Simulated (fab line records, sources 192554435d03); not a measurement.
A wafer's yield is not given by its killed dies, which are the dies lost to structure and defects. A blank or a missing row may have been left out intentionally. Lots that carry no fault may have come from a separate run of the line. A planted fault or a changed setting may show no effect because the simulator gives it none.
A struck lot beside a sound one -- flow n5_finfet -- 14 out of 1938 route steps
Sound: these wafers, L995.1, L995.2, L995.5. Struck: wafers L101.2, L101.4, L101.6. The cause is named last.
Each step with rows lists, per side, the tool, then ch with its chambers, then its first start. Under that, the readings that differ: sound wafers -- struck wafers -- difference of the means -- sigmas: that difference in standard deviations of wafers without a fault.
alike: readings whose means differ by less than 2 such deviations, and words and numbers that are the same on both sides. not compared: withheld readings, readings that some wafer has no value for, bounds like >300 that may hide the same value, and numbers for which the record gives no deviation and whose values overlap.
A row with sigmas, a row that says differs or no value, or rows on one side alone: a step with any of these is where the two part. Numbers that have no deviation but don't overlap get no sigmas and don't part them. A reading missing from all wafers of one side parts the sides only when that side holds two or more wafers.

first, 2 steps without rows for these wafers: N5_FIN_SAQP_PRECLEAN_45 (cleans in dHF, time 10 s); N5_FIN_SAQP_SRD_39 (time 30 s).
N5_FIN_SAQP_OCD_MEAS_76:
  struck on ocd-01, day 4 09:29; sound on ocd-02, day 2 22:25
  alike: trench_depth_nm
N5_FIN_SAQP_INSPECT_40: inspects for defects (brightfield).
  struck on defect_inspect-02, day 4 09:31; sound on defect_inspect-02, day 2 22:27
  alike: raw_defect_count
then, 8 steps without rows for these wafers: N5_FIN_CUT_COAT_18 (time 60 s, resist thk 230 nm); N5_FIN_CUT_COAT_19 (time 60 s, resist thk 20 nm); N5_FIN_CUT_COAT_29 (time 60 s, resist thk 10 nm); N5_FIN_CUT_COAT_02 (resist thk 30 nm); N5_FIN_CUT_EBR_04; N5_FIN_CUT_SOFTBAKE_03 (time 60 s); N5_FIN_CUT_EXPOSE_05 (exposes mask FIN CUT); N5_FIN_CUT_PEB_06 (peb time 60 s).
N5_FIN_CUT_DEVELOP_07: develop time 30 s.
  sound on litho_track-04 ch 0, day 2 22:49; struck on litho_track-04, day 4 09:46
  no value came back on the struck wafers for chill_plate_temp_C (C), develop_time_s (s); on the sound wafers chill_plate_temp_C (C) reads 23.08 22.95 23.08
reading,sound,struck,difference,sigmas
model.CAR-EUV_of_FIN_CUT_COAT_02.thk_nm (nm),29.6 29.6 29.6,30 30 30,+0,
N5_FIN_CUT_CD_MEAS_08: target cd 29.1 nm.
  sound on cd_sem-01 ch 0, day 2 22:53; struck on cd_sem-03 ch 0, day 4 09:49
reading,sound,struck,difference,sigmas
cd_nm (nm),29.01 29.11 28.56,- - -,no value on the struck wafers,

== WHERE THEY PART ==
At N5_FIN_CUT_DEVELOP_07 first; at N5_FIN_CUT_CD_MEAS_08 last (within this record only).

WHY: what had been put in by the simulator
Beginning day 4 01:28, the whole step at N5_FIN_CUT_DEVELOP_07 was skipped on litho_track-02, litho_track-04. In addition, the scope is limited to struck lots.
